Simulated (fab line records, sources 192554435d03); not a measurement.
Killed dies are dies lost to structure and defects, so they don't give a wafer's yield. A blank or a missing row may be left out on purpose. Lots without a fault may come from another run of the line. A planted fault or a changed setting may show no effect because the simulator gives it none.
Matching of chambers    flow n5Finfet    N5_SPACER0_ALD_07 on aldSin-03 has 4 sister chambers
The step deposits SiNx, target thk 2 nm. 20 wafers are shown with their chamber, then 10 later ones without.

## EACH WAFER AND ITS CHAMBER
wafer   chamber  heaterPowerOuterW (W)  heaterPowerW (W)
L074.3  3        430                    674
L074.5  1        447                    737
L074.6  2        616                    1003
L075.2  3        425                    689
L075.4  2        613                    1004
L075.6  3        423                    692
L077.1  1        442                    753
L077.4  3        427                    690
L077.6  0        574                    953
L081.1  3        437                    683
L081.2  2        629                    1021
L081.5  1        440                    733
L088.2  1        444                    756
L088.4  2        626                    1010
L088.5  2        623                    1021
L090.3  2        627                    1005
L090.4  3        425                    688
L090.6  2        629                    1024
L091.1  2        619                    1017
L091.5  1        438                    730

SIGNATURES (averages over the wafers above)
reading            chamber 0  chamber 1  chamber 2  chamber 3  scatter within a chamber
heaterPowerOuterW  574.00     442.20     622.75     427.83     5.24
heaterPowerW       953.00     741.80     1013.12    686.00     9.03
Rule: for a wafer and a chamber, the distance is found by dividing, reading by reading, the gap between the wafer's reading and the chamber's mean by the reading's scatter, squaring, summing and taking the root. If the next closest chamber is less than 2 further off than the closest, the wafer can't be placed; otherwise it belongs to the closest. The scatter is the square root of a quotient: the sum, over the shown wafers, of each reading's squared deviation from its chamber's mean, divided by wafers minus chambers.

## WAFERS MISSING THEIR CHAMBER
wafer   heaterPowerOuterW (W)  heaterPowerW (W)
L091.6  558                    936
L092.1  564                    957
L092.3  435                    722
L092.4  624                    1020
L093.1  426                    688
L093.4  635                    1034
L093.6  564                    954
L095.3  440                    739
L095.5  427                    681
L095.6  580                    941

## EACH ONE'S CHAMBER
wafer   from the rows above      in truth
L091.6  0                        0
L092.1  0                        0
L092.3  can't be placed: 1 or 3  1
L092.4  2                        2
L093.1  3                        3
L093.4  2                        2
L093.6  0                        0
L095.3  1                        1
L095.5  3                        3
L095.6  0                        0
Correctly placed: 9 of 10. Not placeable from these rows: 1 (in 1, the candidates include the true chamber). Placed wrongly: 0.
